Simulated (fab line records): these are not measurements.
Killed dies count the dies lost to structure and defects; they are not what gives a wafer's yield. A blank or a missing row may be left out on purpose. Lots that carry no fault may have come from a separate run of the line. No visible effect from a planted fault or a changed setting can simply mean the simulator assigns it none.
fab line records	flow n5-finfet
record lots=6	wafers=16	last-day=17
route steps=1938 shown TV_LITHO@1878 TV_OPEN@1887
lots with no fault: from the same line, run without faults
start-h: hours from the record's opening day to when the first of the lot's shown wafers began	wait-h: hours elapsed since this lot's preceding step	" identical to the entry in the row above	L1.1+2: a row that stands for several wafers	- either no value or no given start	* or withheld: withheld	< > ~ a bound
route shown NAME@n: a module of which the file shows steps, and the number in the route of the first	usual: average and standard deviation across the fault-free wafers	same: alike in all rows	chamber/n: place in a boat	sites: per-site readings	_std_site: standard deviation of those values	_edge_site: the outer-site mean with the inner-site mean subtracted	radius-mm: how far each site lies from the wafer's centre	mask NAME#n: copy n	behind: the last tool/chamber to shape the wafer	hold: why the lot went on hold/how many hours it stayed there/how the hold came to an end	device: whichever transistor did not switch (one of n, p or np)	end of line: the same wafers' tests at the end of the route	a step without rows: its recipe alone	killed: the dies lost at the first sort to structure and to defects; this is not the yield of the wafer	map: the dies of a wafer, with x for killed, . for not killed, _ for no die there
set.NAME: the setting as run; set.NAME@STEP: as run at that earlier step	model.NAME: the simulator's own value behind a step, which no gauge read
certain route steps with their lots: each step a table, each wafer a row
services: a tool's chamber out of use, with start hour (start-h, from the record's first day; less than 0 if before it), hours out, and reason
## steps
# step N5_PASSIVATION_SOFTBAKE_05
# recipe temp-c=100	time-s=90
# step N5_PASSIVATION_EXPOSE_07
# recipe mask-id=TV	na=0.55	source-shape=conventional	sigma-outer=0.8	polarization=unpolarized	defocus-nm=0	target-cd-nm=3000	dose-mj=22.75
# step N5_PASSIVATION_PEB_08
# recipe peb-temp-c=withheld	peb-time-s=*
# step N5_PASSIVATION_DEVELOP_09
# recipe develop-time-s=60	rinse-liquid=diw	dry=air-spin	dev-temp-c=21
# step N5_PASSIVATION_HARDBAKE_11
# recipe temp-c=130	time-s=120
# step N5_PASSIVATION_CD_MEAS_10
# recipe target-cd-nm=3000	landing-energy-ev=500	detector=se-inlens
# usual cd-nm=2999.8/1.6
lot.wafer	tool	chamber	start-h	wait-h	cd-nm
L831.4	cd-sem-02	0	282.99	-	3001.4
L831.5	"	0	"	"	3000.5
L831.6	"	0	"	"	3001.8
L832.4	cd-sem-03	0	289.06	-	2999.7
L832.5	"	0	"	"	2998.5
L832.6	"	0	"	"	2995.9
L838.1	cd-sem-01	0	330.00	-	2998.2
L838.2	"	0	"	"	2997.7
L838.6	"	0	"	"	3000.8
L840.2	cd-sem-01	0	336.30	-	3000.3
L840.5	"	0	"	"	3000.6
L842.2	cd-sem-01	0	349.06	-	3000.8
L842.5	"	0	"	"	3001.3
L850.1	cd-sem-03	0	406.54	-	2999.4
L850.2	"	0	"	"	2999.5
L850.6	"	0	"	"	3000.8
# step N5_PASSIVATION_OVL_MEAS_60
# recipe points-per-wafer=44
# usual TV_OVL=-1/4.7
lot.wafer	tool	chamber	start-h	wait-h	TV_OVL[nm]
L831.4	overlay-02	0	283.01	0.0	-9
L831.5	"	0	"	"	-15
L831.6	"	0	"	"	-10
L832.4	overlay-01	0	289.08	0.0	1
L832.5	"	0	"	"	-1
L832.6	"	0	"	"	-3
L838.1	overlay-02	0	330.03	0.0	-8
L838.2	"	0	"	"	6
L838.6	"	0	"	"	-1
L840.2	overlay-01	0	336.33	0.0	-1
L840.5	"	0	"	"	-4
L842.2	overlay-02	0	349.09	0.0	-2
L842.5	"	0	"	"	0
L850.1	overlay-01	0	406.57	0.0	4
L850.2	"	0	"	"	0
L850.6	"	0	"	"	-4
# step N5_PASSIVATION_INSPECT_61
# recipe mode=adi	inspect-instrument=macro
# usual raw-defect-count=2.0/1.4
lot.wafer	tool	chamber	start-h	wait-h	raw-defect-count
L831.4	defect-inspect-01	-	283.04	0.0	5
L831.5	"	-	"	"	0
L831.6	"	-	"	"	3
L832.4	defect-inspect-02	-	289.11	0.0	1
L832.5	"	-	"	"	1
L832.6	"	-	"	"	2
L838.1	defect-inspect-02	-	330.05	0.0	3
L838.2	"	-	"	"	3
L838.6	"	-	"	"	0
L840.2	defect-inspect-02	-	336.35	0.0	1
L840.5	"	-	"	"	2
L842.2	defect-inspect-02	-	349.12	0.0	2
L842.5	"	-	"	"	1
L850.1	defect-inspect-01	-	406.60	0.0	3
L850.2	"	-	"	"	2
L850.6	"	-	"	"	1
# step N5_PASSIVATION_DESCUM_12
# recipe chemistry=O2	time-s=7.9	source-power-w=50	bias-power-w=20	pressure-mtorr=20	rf-frequency-hz=2.712e+07	temp-c=40	o2-flow-sccm=225
# usual drypump-motor-current-A=5.6/0.52	oes-product-au=0.82/0.11	rf-vpp-V=243.2/1.4	showerhead-plenum-p-Torr=2.09/0.074	throttle-valve-pct=20.41/0.19
# same time-s=7.9
lot.wafer	tool	chamber	start-h	wait-h	drypump-motor-current-A	oes-product-au	rf-hours-counter-h	rf-vpp-V	showerhead-plenum-p-Torr	throttle-valve-pct
L831.4	rie-diel-05	3	283.65	0.6	5.5	0.71	-	241.9	1.99	20.62
L831.5	"	0	"	"	6.4	0.96	-	240.9	2.05	20.46
L831.6	"	3	"	"	5.5	0.72	-	241.0	1.99	20.63
L832.4	rie-diel-03	0	289.27	0.2	5.5	0.77	135	243.4	2.11	20.45
L832.5	"	1	"	"	5.4	0.78	-	243.6	2.09	20.28
L832.6	"	2	"	"	4.9	0.88	-	244.3	2.13	20.35
L838.1	rie-diel-03	3	330.14	0.1	5.4	0.66	245	242.8	2.05	20.45
L838.2	"	2	"	"	4.8	0.87	55	242.6	2.13	20.38
L838.6	"	3	"	"	5.4	0.67	-	242.5	2.05	20.46
L840.2	rie-diel-05	3	336.38	0.0	5.5	0.70	223	241.3	1.98	20.63
L840.5	"	3	"	"	5.5	0.70	-	240.8	1.98	20.65
L842.2	rie-diel-05	3	349.15	0.0	5.5	0.70	226	241.2	1.98	20.65
L842.5	"	2	"	"	6.4	0.92	-	245.4	2.24	20.45
L850.1	rie-diel-03	1	406.67	0.1	5.4	0.74	183	244.5	2.08	20.35
L850.2	"	3	"	"	5.3	0.93	15	242.7	2.04	20.12
L850.6	"	2	"	"	4.8	0.83	-	244.7	2.12	20.42
# step N5_PASSIVATION_PASS_ETCH_74
# recipe chemistry=CF4/O2	target=SiNx	target-depth-a=2200	time-s=110	ion-energy-ev=100	pressure-mtorr=40	source-w=535	bias-w=49	Ar_flow_sccm=100	cf4-flow-sccm=100	O2_flow_sccm=10
# usual drypump-motor-current-A=5.6/0.52	oes-product-au=0.82/0.11	rf-vpp-V=239/4.4	showerhead-plenum-p-Torr=2.20/0.07	throttle-valve-pct=15.96/0.19
# same time-s=110
lot.wafer	tool	chamber	start-h	wait-h	drypump-motor-current-A	oes-product-au	rf-hours-counter-h	rf-vpp-V	showerhead-plenum-p-Torr	throttle-valve-pct
L831.4	rie-diel-05	3	283.76	0.1	5.5	0.71	-	235	2.10	16.20
L831.5	"	0	"	"	6.4	0.95	-	242	2.17	15.96
L831.6	"	3	"	"	5.5	0.71	-	234	2.10	16.19
L832.4	rie-diel-03	0	289.34	0.0	5.6	0.78	135	237	2.20	15.92
L832.5	"	1	"	"	5.4	0.79	-	240	2.21	15.91
L832.6	"	2	"	"	4.8	0.89	-	236	2.25	15.88
L838.1	rie-diel-03	3	330.21	0.0	5.3	0.67	245	239	2.18	16.12
L838.2	"	2	"	"	4.8	0.87	55	237	2.24	15.94
L838.6	"	3	"	"	5.3	0.67	-	239	2.18	16.11
L840.2	rie-diel-05	3	336.45	0.0	5.5	0.71	223	234	2.10	16.23
L840.5	"	3	"	"	5.5	0.70	-	235	2.10	16.20
L842.2	rie-diel-05	3	349.22	0.0	5.5	0.70	226	234	2.09	16.23
L842.5	"	2	"	"	6.3	0.91	-	251	2.34	15.89
L850.1	rie-diel-03	1	406.73	0.0	5.4	0.75	183	239	2.19	15.98
L850.2	"	3	"	"	5.4	0.94	15	240	2.17	15.69
L850.6	"	2	"	"	4.9	0.83	-	237	2.23	15.98
# step N5_PASSIVATION_VIA_ETCH_13
# recipe chemistry=CHF3/O2	target=SiO2	target-depth-a=6600	CHF3_flow_sccm=50	O2_flow_sccm=5	Ar_flow_sccm=200	time-s=330	mask-material=PR	pressure-mtorr=30	source-w=650	bias-w=170	ion-energy-ev=200	ends=cleared
# usual drypump-motor-current-A=5.6/0.52	etch-rf-on-time-s=235/4.3	oes-product-au=0.74/0.096	rf-vpp-V=521/9.2	showerhead-plenum-p-Torr=2.41/0.076	throttle-valve-pct=18.86/0.19
lot.wafer	tool	chamber	start-h	wait-h	drypump-motor-current-A	etch-rf-on-time-s	oes-product-au	rf-hours-counter-h	rf-vpp-V	showerhead-plenum-p-Torr	throttle-valve-pct
L831.4	rie-diel-05	3	283.95	0.1	5.5	239	0.65	-	510	2.30	19.11
L831.5	"	0	"	"	6.4	236	0.86	-	525	2.37	18.91
L831.6	"	3	"	"	5.5	239	0.64	-	513	2.30	19.10
L832.4	rie-diel-03	0	289.43	0.0	5.5	239	0.69	135	515	2.40	18.78
L832.5	"	1	"	"	5.4	241	0.70	-	518	2.42	18.82
L832.6	"	2	"	"	4.8	237	0.79	-	516	2.46	18.84
L838.1	rie-diel-03	3	330.30	0.0	5.4	241	0.60	245	523	2.38	19.02
L838.2	"	2	"	"	4.8	231	0.78	55	516	2.45	18.85
L838.6	"	3	"	"	5.3	245	0.60	-	523	2.38	19.02
L840.2	rie-diel-05	3	336.54	0.0	5.5	232	0.64	223	512	2.30	19.16
L840.5	"	3	"	"	5.5	235	0.64	-	510	2.30	19.11
L842.2	rie-diel-05	3	349.31	0.0	5.5	232	0.63	226	512	2.29	19.15
L842.5	"	2	"	"	6.4	231	0.83	-	540	2.56	18.81
L850.1	rie-diel-03	1	406.83	0.0	5.4	237	0.67	183	519	2.40	18.88
L850.2	"	3	"	"	5.3	233	0.84	15	521	2.38	18.66
L850.6	"	2	"	"	4.8	236	0.75	-	517	2.44	18.89
# step N5_PASSIVATION_STRIP_14
# recipe chemistry=O2	power-w=600	temp-c=60	pressure-mtorr=30	rf-frequency-hz=6e+07	bias-power-w=0	overash-fraction=0.5	o2-flow-sccm=225
# usual drypump-motor-current-A=5.6/0.52	oes-product-au=0.82/0.11	rf-vpp-V=3.7/0.9	showerhead-plenum-p-Torr=2.10/0.074	throttle-valve-pct=16.64/0.2
lot.wafer	tool	chamber	start-h	wait-h	drypump-motor-current-A	oes-product-au	rf-hours-counter-h	rf-vpp-V	showerhead-plenum-p-Torr	throttle-valve-pct
L831.4	rie-diel-05	3	284.17	0.1	5.5	0.72	-	4.8	1.99	16.88
L831.5	"	0	"	"	6.4	0.94	-	3.9	2.06	16.65
L831.6	"	3	"	"	5.5	0.73	-	2.8	1.99	16.88
L832.4	rie-diel-03	0	289.62	0.1	5.6	0.78	135	3.5	2.11	16.66
L832.5	"	1	"	"	5.4	0.77	-	3.6	2.09	16.55
L832.6	"	2	"	"	4.8	0.90	-	4.5	2.14	16.54
L838.1	rie-diel-03	3	330.50	0.1	5.3	0.67	245	4.2	2.06	16.77
L838.2	"	2	"	"	4.8	0.87	55	2.7	2.13	16.60
L838.6	"	3	"	"	5.4	0.66	-	2.4	2.06	16.74
L840.2	rie-diel-05	3	336.74	0.1	5.5	0.70	223	4.4	1.98	16.91
L840.5	"	3	"	"	5.5	0.71	-	3.9	1.99	16.88
L842.2	rie-diel-05	3	349.50	0.1	5.5	0.71	226	4.7	1.98	16.91
L842.5	"	2	"	"	6.4	0.91	-	2.2	2.24	16.64
L850.1	rie-diel-03	1	407.02	0.1	5.4	0.74	183	4.6	2.08	16.65
L850.2	"	3	"	"	5.3	0.93	15	4.2	2.05	16.31
L850.6	"	2	"	"	4.9	0.84	-	3.2	2.12	16.64
# step N5_PASSIVATION_ETCH_15
# recipe chemistry=CF4/N2	target=SiCN	target-depth-a=750	taper-deg=2	time-s=81.2	ion-energy-ev=150	mask-material=SiNx	pressure-mtorr=40	source-w=430	bias-w=70	Ar_flow_sccm=100	cf4-flow-sccm=60	n2-flow-sccm=60
# usual drypump-motor-current-A=5.6/0.52	oes-product-au=0.82/0.11	rf-vpp-V=382.3/2	showerhead-plenum-p-Torr=2.21/0.071	throttle-valve-pct=15.41/0.2
lot.wafer	tool	chamber	start-h	wait-h	drypump-motor-current-A	oes-product-au	rf-hours-counter-h	rf-vpp-V	showerhead-plenum-p-Torr	throttle-valve-pct	model.etch.depth-nm
L831.4	rie-diel-05	3	284.25	-	5.5	0.72	-	378.7	2.10	15.68	64.88
L831.5	"	0	"	"	6.4	0.96	-	381.4	2.17	15.40	65.82
L831.6	"	3	"	"	5.5	0.72	-	379.7	2.11	15.67	65.38
L832.4	rie-diel-03	0	289.66	-	5.6	0.77	135	383.1	2.21	15.37	64.23
L832.5	"	1	"	"	5.4	0.77	-	381.8	2.21	15.36	64.98
L832.6	"	2	"	"	4.8	0.89	-	383.8	2.25	15.33	66.08
L838.1	rie-diel-03	3	330.54	-	5.4	0.67	245	382.3	2.18	15.59	63.71
L838.2	"	2	"	"	4.8	0.86	55	383.4	2.24	15.37	65.88
L838.6	"	3	"	"	5.4	0.67	-	381.6	2.18	15.58	63.67
L840.2	rie-diel-05	3	336.78	-	5.5	0.71	223	377.8	2.10	15.70	70.49
L840.5	"	3	"	"	5.5	0.70	-	379.0	2.10	15.70	70.23
L842.2	rie-diel-05	3	349.54	-	5.5	0.70	226	378.8	2.10	15.71	70.99
L842.5	"	2	"	"	6.4	0.92	-	385.7	2.34	15.33	72.38
L850.1	rie-diel-03	1	407.06	-	5.5	0.74	183	380.8	2.20	15.45	65.05
L850.2	"	3	"	"	5.3	0.93	15	379.2	2.17	15.14	66.29
L850.6	"	2	"	"	4.8	0.83	-	384.4	2.24	15.42	65.87
# step N5_PASSIVATION_STRIP_73
# recipe chemistry=post-etch-residue-remover	time-s=60	temp-c=25	remover-ph=withheld	remover-water-wt-pct=withheld	remover-fluoride-wt-pct=withheld
## services
tool	chamber	start-h	hours	kind
rie-diel-05	2	270.57	-	clean
rie-diel-05	2	270.57	-	consumable-replace:focus-ring
rie-diel-05	2	270.57	-	consumable-replace:showerhead
rie-diel-05	2	270.57	31.4	scheduled-down
rie-diel-05	2	270.57	31.4	vent-cycle
rie-diel-03	0	312.23	12.7	repair
rie-diel-05	1	313.46	-	clean
rie-diel-05	1	313.46	-	consumable-replace:focus-ring
rie-diel-05	1	313.46	15.3	scheduled-down
rie-diel-05	1	313.46	15.3	vent-cycle
rie-diel-03	3	348.85	-	clean
rie-diel-03	3	348.85	-	consumable-replace:focus-ring
rie-diel-03	3	348.85	13.8	scheduled-down
rie-diel-03	3	348.85	13.8	vent-cycle
rie-diel-05	1	367.43	4.6	repair
## key
first-sign none at tools or gauges
model-effect step=N5_PASSIVATION_ETCH_15	value=etch.depth-nm	without=64.87	struck=71.02
met-at N5_PASSIVATION_ETCH_15
struck-wafers L840.2,L840.5,L842.2,L842.5
onset-between 284.25 336.78
also-fits N5_PASSIVATION_DESCUM_12:rie-diel-05,N5_PASSIVATION_PASS_ETCH_74:rie-diel-05,N5_PASSIVATION_VIA_ETCH_13:rie-diel-05,N5_PASSIVATION_STRIP_14:rie-diel-05
fault kind=process-parameter-drift	tool=rie-diel-05	chamber=-	onset-h=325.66	steps=N5_PASSIVATION_ETCH_15	channel=target-depth-a	offset=71.108	shape=step	end-h=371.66	scope=struck-wafers-only	acts-in=these-recipes-only	stated=750
